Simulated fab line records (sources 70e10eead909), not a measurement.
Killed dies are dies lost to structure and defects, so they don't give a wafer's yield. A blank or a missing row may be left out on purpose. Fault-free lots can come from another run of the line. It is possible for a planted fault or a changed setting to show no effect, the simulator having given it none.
Chamber matching || flow nand-harc || NHARC_A_CONTACT_CMP_20 on cmp-01 has 4 sister chambers
The step polishes, t overpolish 30 s, target thk 300 nm. 4 wafers are shown with their chamber, then 7 later ones without.

== WAFERS, EACH WITH ITS CHAMBER ==
{"wafer": "L079.1", "chamber": 0, "motor-current-A (A)": 10.7}
{"wafer": "L079.2", "chamber": 3, "motor-current-A (A)": 10.9}
{"wafer": "L084.2", "chamber": 2, "motor-current-A (A)": 13.6}
{"wafer": "L084.3", "chamber": 1, "motor-current-A (A)": 14.4}

== WAFERS WHOSE CHAMBER IS MISSING ==
{"wafer": "L084.6", "motor-current-A (A)": 13.2}
{"wafer": "L085.1", "motor-current-A (A)": 13.5}
{"wafer": "L085.3", "motor-current-A (A)": 10.9}
{"wafer": "L085.6", "motor-current-A (A)": 11.0}
{"wafer": "L094.3", "motor-current-A (A)": 14.8}
{"wafer": "L094.4", "motor-current-A (A)": 11.0}
{"wafer": "L094.5", "motor-current-A (A)": 11.5}

== WHICH CHAMBER EACH WENT THROUGH ==
{"wafer": "L084.6", "from the rows above": 2, "in truth": 2}
{"wafer": "L085.1", "from the rows above": 2, "in truth": 2}
{"wafer": "L085.3", "from the rows above": "can't be placed: 3 or 0", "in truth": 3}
{"wafer": "L085.6", "from the rows above": "can't be placed: 3 or 0", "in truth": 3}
{"wafer": "L094.3", "from the rows above": 1, "in truth": 1}
{"wafer": "L094.4", "from the rows above": "can't be placed: 3 or 0", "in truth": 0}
{"wafer": "L094.5", "from the rows above": "can't be placed: 3 or 0", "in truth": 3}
Correct placement for 3 of the 7. From these rows, 4 cannot be placed; in 4 the true chamber is one of the candidates. 0 placed wrongly.
How it was worked out, from the rows above alone: a wafer's distance from a chamber is the root of the sum, over the readings, of the square of ((its reading less the chamber's mean) divided by the reading's scatter). The wafer belongs to the nearest chamber; if the next one is less than 2 further off, it can't be placed. Each chamber's mean is taken over the wafers shown for it. The scatter: root of mean squared gap, hidden wafer to nearest shown wafer, with one shown wafer a chamber.
